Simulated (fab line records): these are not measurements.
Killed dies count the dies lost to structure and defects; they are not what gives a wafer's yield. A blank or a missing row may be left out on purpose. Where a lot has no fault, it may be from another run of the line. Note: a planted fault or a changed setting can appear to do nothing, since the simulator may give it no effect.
Which of the tools did it?	flow nandHarc	24 lots, 72 wafers sampled, at 6 steps of a route of 1302

== WHAT EACH GAUGE READ, for each wafer ==
NHARC_A_CONTACT_CD_MEAS_15.
lot	measured	on	cdNm (nm)
L075	day 23 01:12	cdSem-03	190.6 189.6 190.1
L076	day 23 03:11	cdSem-03	190.1 190.9 191.0
L074	day 23 05:14	cdSem-01	188.7 189.7 188.5
L077	day 23 07:42	cdSem-01	190.5 190.5 189.7
L078	day 23 08:40	cdSem-02	190.7 190.2 190.8
L080	day 23 23:07	cdSem-01	190.1 189.2 189.4
L079	day 24 05:22	cdSem-03	190.0 190.0 190.4
L084	day 25 19:34	cdSem-01	190.6 189.9 189.8
L082	day 26 03:28	cdSem-02	190.2 189.8 190.5
L083	day 26 08:23	cdSem-02	190.0 190.4 189.9
L081	day 26 08:43	cdSem-01	191.5 190.5 190.8
L085	day 26 23:28	cdSem-01	190.2 190.4 190.4
L086	day 27 03:33	cdSem-01	190.3 190.1 189.6
L088	day 27 21:19	cdSem-01	189.7 190.5 190.8
L089	day 28 04:51	cdSem-01	190.2 190.2 190.1
L087	day 28 08:37	cdSem-01	189.7 189.2 189.7
L091	day 28 21:17	cdSem-01	190.0 189.4 189.9
L090	day 29 07:38	cdSem-01	190.4 190.0 190.2
L092	day 29 09:33	cdSem-01	190.2 190.5 190.5
L094	day 29 21:35	cdSem-01	189.9 189.7 190.3
L093	day 29 23:37	cdSem-02	190.8 191.1 190.9
L097	day 31 09:49	cdSem-03	190.2 189.8 189.6
L096	day 31 20:25	cdSem-03	189.8 189.4 189.3
L095	day 32 05:52	cdSem-01	190.2 189.2 190.1

== WHICH TOOL RAN EACH LOT (tool, then ch and the chambers of the sampled wafers, then the start) ==
lot	NHARC_A_CONTACT_ETCH_133	NHARC_A_CONTACT_ETCH_97	NHARC_A_CONTACT_ETCH_89	NHARC_A_CONTACT_ETCH_136	NHARC_A_CONTACT_ETCH_137
L075	harCapEtch-02 ch 0,1, day 22 13:43	rieDiel-04 ch 0,1,2, day 22 23:40 or earlier	rieDiel-08 ch 0,2, day 22 23:40 or earlier	harCapEtch-01 ch 0, day 22 23:40	harCapEtch-01 ch 0, day 22 23:56
L076	harCapEtch-02 ch 0,1, day 22 16:35	rieDiel-01 ch 2,3, day 23 01:36 or earlier	rieDiel-04 ch 0,1,2, day 23 01:36 or earlier	harCapEtch-01 ch 0,1, day 23 01:36	harCapEtch-01 ch 0,1, day 23 01:52
L074	harCapEtch-01 ch 0,1, day 22 20:16	rieDiel-08 ch 0,2, day 23 03:38 or earlier	rieDiel-01 ch 0,1,3, day 23 03:38 or earlier	harCapEtch-02 ch 0,1, day 23 03:38	harCapEtch-02 ch 0,1, day 23 03:54
L077	harCapEtch-03 ch 1, day 22 23:41	rieDiel-08 ch 2,3, day 23 06:08 or earlier	rieDiel-01 ch 0,1,3, day 23 06:08 or earlier	harCapEtch-01 ch 0,1, day 23 06:08	harCapEtch-01 ch 0,1, day 23 06:25
L078	harCapEtch-02 ch 0,1, day 23 00:34	rieDiel-04 ch 0,2,3, day 23 07:04 or earlier	rieDiel-08 ch 1,2,3, day 23 07:04 or earlier	harCapEtch-03 ch 0,1, day 23 07:04	harCapEtch-03 ch 0,1, day 23 07:20
L080	harCapEtch-01 ch 0,1, day 23 13:44	rieDiel-04 ch 0,1,3, day 23 21:32 or earlier	rieDiel-01 ch 0,2,3, day 23 21:32 or earlier	harCapEtch-02 ch 0,1, day 23 21:32	harCapEtch-02 ch 0,1, day 23 21:48
L079	harCapEtch-03 ch 0,1, day 23 21:31	rieDiel-04 ch 2,3, day 24 03:49 or earlier	rieDiel-01 ch 0,2,3, day 24 03:49 or earlier	harCapEtch-01 ch 0,1, day 24 03:49	harCapEtch-01 ch 0,1, day 24 04:05
L084	harCapEtch-01 ch 0,1, day 25 11:36	rieDiel-04 ch 1,2,3, day 25 12:29	rieDiel-04 ch 1,2,3, day 25 17:58 or earlier	harCapEtch-03 ch 0,1, day 25 17:58	harCapEtch-03 ch 0,1, day 25 18:14
L082	harCapEtch-01 ch 0,1, day 25 17:38	rieDiel-08 ch 1,2, day 26 01:50 or earlier	rieDiel-04 ch 1,2,3, day 26 01:50 or earlier	harCapEtch-02 ch 0,1, day 26 01:50	harCapEtch-02 ch 0,1, day 26 02:07
L083	harCapEtch-02 ch 0,1, day 25 23:49	rieDiel-01 ch 0,2,3, day 26 06:46 or earlier	rieDiel-01 ch 0,1,3, day 26 06:46 or earlier	harCapEtch-03 ch 0,1, day 26 06:46	harCapEtch-03 ch 0,1, day 26 07:02
L081	harCapEtch-01 ch 0,1, day 25 23:56	rieDiel-01 ch 1,2,3, day 26 07:06 or earlier	rieDiel-08 ch 0,2,3, day 26 07:06 or earlier	harCapEtch-02 ch 0,1, day 26 07:06	harCapEtch-02 ch 0,1, day 26 07:22
L085	harCapEtch-01 ch 0,1, day 26 11:35	rieDiel-01 ch 0,1,3, day 26 21:37 or earlier	rieDiel-04 ch 0,1, day 26 21:37 or earlier	harCapEtch-02 ch 0,1, day 26 21:37	harCapEtch-02 ch 0,1, day 26 21:59
L086	harCapEtch-03 ch 0,1, day 26 19:15	rieDiel-08 ch 1,2, day 27 02:01 or earlier	rieDiel-04 ch 0,1,2, day 27 02:01 or earlier	harCapEtch-01 ch 0,1, day 27 02:01	harCapEtch-01 ch 0,1, day 27 02:17
L088	harCapEtch-01 ch 0,1, day 27 13:26	rieDiel-04 ch 2,3, day 27 19:40 or earlier	rieDiel-04 ch 0,3, day 27 19:40 or earlier	harCapEtch-01 ch 0, day 27 19:40	harCapEtch-01 ch 0, day 27 19:56
L089	harCapEtch-02 ch 0,1, day 27 19:59	rieDiel-04 ch 1,3, day 28 03:18 or earlier	rieDiel-01 ch 0,1,2, day 28 03:18 or earlier	harCapEtch-01 ch 0,1, day 28 03:18	harCapEtch-01 ch 0,1, day 28 03:34
L087	harCapEtch-03 ch 0,1, day 28 00:51	rieDiel-04 ch 0,1, day 28 07:01 or earlier	rieDiel-01 ch 0,2, day 28 07:01 or earlier	harCapEtch-02 ch 0,1, day 28 07:01	harCapEtch-02 ch 0,1, day 28 07:17
L091	harCapEtch-03 ch 0,1, day 28 12:27	rieDiel-04 ch 0,2,3, day 28 19:41 or earlier	rieDiel-04 ch 0,2,3, day 28 19:41 or earlier	harCapEtch-03 ch 0,1, day 28 19:41	harCapEtch-03 ch 0,1, day 28 19:58
L090	harCapEtch-02 ch 0,1, day 28 16:10	rieDiel-04 ch 0,2,3, day 29 06:02 or earlier	rieDiel-08 ch 0,2,3, day 29 06:02 or earlier	harCapEtch-03 ch 0,1, day 29 06:02	harCapEtch-03 ch 0,1, day 29 06:19
L092	harCapEtch-01 ch 0,1, day 28 20:11	rieDiel-04 ch 1,2, day 29 08:02 or earlier	rieDiel-04 ch 1,2, day 29 08:02 or earlier	harCapEtch-02 ch 0,1, day 29 08:02	harCapEtch-02 ch 0,1, day 29 08:19
L094	harCapEtch-01 ch 0,1, day 29 13:08	rieDiel-08 ch 0,1,2, day 29 19:59 or earlier	rieDiel-04 ch 0,2,3, day 29 19:59 or earlier	harCapEtch-02 ch 0,1, day 29 19:59	harCapEtch-02 ch 0,1, day 29 20:16
L093	harCapEtch-03 ch 0,1, day 29 16:00	rieDiel-01 ch 0,2,3, day 29 22:00 or earlier	rieDiel-04 ch 0,1,2, day 29 22:00 or earlier	harCapEtch-01 ch 1, day 29 22:00	harCapEtch-01 ch 1, day 29 22:16
L097	harCapEtch-01 ch 0,1, day 31 00:55	rieDiel-04 ch 0,1,2, day 31 08:14 or earlier	rieDiel-04 ch 0,1, day 31 08:14 or earlier	harCapEtch-03 ch 0,1, day 31 08:14	harCapEtch-03 ch 0,1, day 31 08:31
L096	harCapEtch-03 ch 1, day 31 05:35	rieDiel-04 ch 1,2,3, day 31 18:52 or earlier	rieDiel-08 ch 0,2, day 31 18:52 or earlier	harCapEtch-02 ch 0,1, day 31 18:52	harCapEtch-02 ch 0,1, day 31 19:08
L095	harCapEtch-01 ch 0,1, day 31 21:31	rieDiel-08 ch 0,1,3, day 31 22:19	rieDiel-01 ch 0,1, day 32 04:19 or earlier	harCapEtch-02 ch 0,1, day 32 04:19	harCapEtch-02 ch 0,1, day 32 04:35
- NHARC_A_CONTACT_ETCH_133: etches the open film in C4F8/O2/Ar, time 374 s, target depth 1610 nm.
- NHARC_A_CONTACT_ETCH_97: etches the open film in C4F6/O2, target depth 20 nm, time 10 s.
- NHARC_A_CONTACT_ETCH_89: etches the open film in N2/H2, target depth 260 nm, time 475.3 s.
- NHARC_A_CONTACT_ETCH_136: etches the open film in C4F8/O2/Ar, time 311 s, target depth 1912 nm.
- NHARC_A_CONTACT_ETCH_137: etches the open film in C4F8/O2/Ar, time 311 s, target depth 1912 nm.

== AS READ BY THE TOOLS THEMSELVES (means over the sampled wafers that have a number; for cases with no such wafer, the mark the record gives instead) ==
NHARC_A_CONTACT_ETCH_97.
lot	tool	c4f6FlowSccm (sccm)	drypumpMotorCurrentA (A)	oesProductAu (a.u.)	rfVppV (V)	showerheadPlenumPTorr (Torr)	throttleValvePct (%)
L075	rieDiel-04	24.97	6.2	0.946	548.1	4.00	26.910
L076	rieDiel-01	24.94	5.9	0.961	543.7	3.74	26.904
L074	rieDiel-08	25.00	5.5	0.960	546.1	3.92	26.899
L077	rieDiel-08	24.96	5.8	0.952	544.2	3.84	26.901
L078	rieDiel-04	24.92	6.1	0.960	550.3	4.05	26.903
L080	rieDiel-04	25.04	6.2	1.007	549.2	4.00	26.910
L079	rieDiel-04	25.03	6.0	0.942	551.2	4.11	26.906
L084	rieDiel-04	25.03	6.0	1.001	549.7	4.05	26.898
L082	rieDiel-08	25.11	5.6	0.966	546.9	3.95	26.911
L083	rieDiel-01	24.98	5.8	0.955	549.7	4.06	26.902
L081	rieDiel-01	25.02	5.9	0.973	547.2	3.97	26.903
L085	rieDiel-01	25.04	5.7	0.984	548.2	3.96	26.910
L086	rieDiel-08	25.08	5.6	0.951	547.5	3.94	26.898
L088	rieDiel-04	25.00	6.0	0.953	550.8	4.10	26.900
L089	rieDiel-04	24.97	6.1	0.950	549.3	4.05	26.908
L087	rieDiel-04	24.94	6.3	0.942	546.6	3.93	26.897
L091	rieDiel-04	25.03	6.1	0.997	549.3	4.04	26.899
L090	rieDiel-04	24.98	6.1	0.958	549.4	4.04	26.903
L092	rieDiel-04	24.99	6.1	0.943	548.3	3.99	26.905
L094	rieDiel-08	24.94	5.5	0.970	546.3	3.91	26.907
L093	rieDiel-01	25.04	5.8	1.004	549.0	4.05	26.891
L097	rieDiel-04	24.93	6.2	1.002	548.7	3.98	26.905
L096	rieDiel-04	25.08	6.0	0.953	549.2	4.04	26.907
L095	rieDiel-08	25.01	5.6	0.999	546.8	3.90	26.899

NHARC_A_CONTACT_ETCH_89.
lot	tool	drypumpMotorCurrentA (A)	oesProductAu (a.u.)	rfVppV (V)	showerheadPlenumPTorr (Torr)	throttleValvePct (%)
L075	rieDiel-08	5.51	0.997	429.4	2.01	14.164
L076	rieDiel-04	6.17	0.998	431.1	2.08	14.169
L074	rieDiel-01	5.68	0.999	430.9	2.07	14.173
L077	rieDiel-01	5.63	0.997	431.5	2.07	14.183
L078	rieDiel-08	5.65	0.996	430.9	2.02	14.175
L080	rieDiel-01	5.76	1.009	431.5	2.01	14.172
L079	rieDiel-01	5.75	1.005	429.7	2.01	14.174
L084	rieDiel-04	6.04	1.002	433.3	2.11	14.181
L082	rieDiel-04	6.04	0.996	433.2	2.11	14.177
L083	rieDiel-01	5.66	0.995	430.9	2.06	14.166
L081	rieDiel-08	5.59	1.009	430.3	2.00	14.169
L085	rieDiel-04	6.21	1.005	430.9	2.05	14.174
L086	rieDiel-04	6.17	1.000	432.3	2.08	14.171
L088	rieDiel-04	6.12	0.998	432.1	2.11	14.166
L089	rieDiel-01	5.83	1.005	434.2	2.15	14.166
L087	rieDiel-01	5.70	1.002	434.2	2.20	14.170
L091	rieDiel-04	6.13	0.998	432.5	2.11	14.170
L090	rieDiel-08	5.59	1.016	429.2	2.00	14.170
L092	rieDiel-04	6.04	0.998	432.8	2.11	14.175
L094	rieDiel-04	6.12	0.998	432.0	2.10	14.174
L093	rieDiel-04	6.19	0.993	431.2	2.07	14.171
L097	rieDiel-04	6.33	1.002	430.1	2.04	14.175
L096	rieDiel-08	5.52	1.022	428.0	1.98	14.171
L095	rieDiel-01	5.60	1.001	433.4	2.13	14.167

== THE ANSWER, worked out from the rows above alone ==
Rule: the usual values come from the lots themselves. Put in order of their means at a reading, lots are off if they are a third of the lots or fewer, leave a main group of 4 or more, and stand apart from it by a gap of 3 or more times the standard deviation of the main group's means; of several such gaps the widest counts. A main group is skipped when, at the precision printed for the reading in the tables above, its means are all equal. A lot without any number at a reading at which 4 lots or more have one is off too. The other lots that the step has rows for count as sound. The gauges are gone through in route order, then the tools' own readings, and for those a lot's mean is taken as printed above. At the first step where some lot is off, the reading lying furthest off is the one used; lots without a number count as furthest.
Nothing can be told from this: no lot is off at any reading shown.

== WHAT THE SIMULATOR PUT IN ==
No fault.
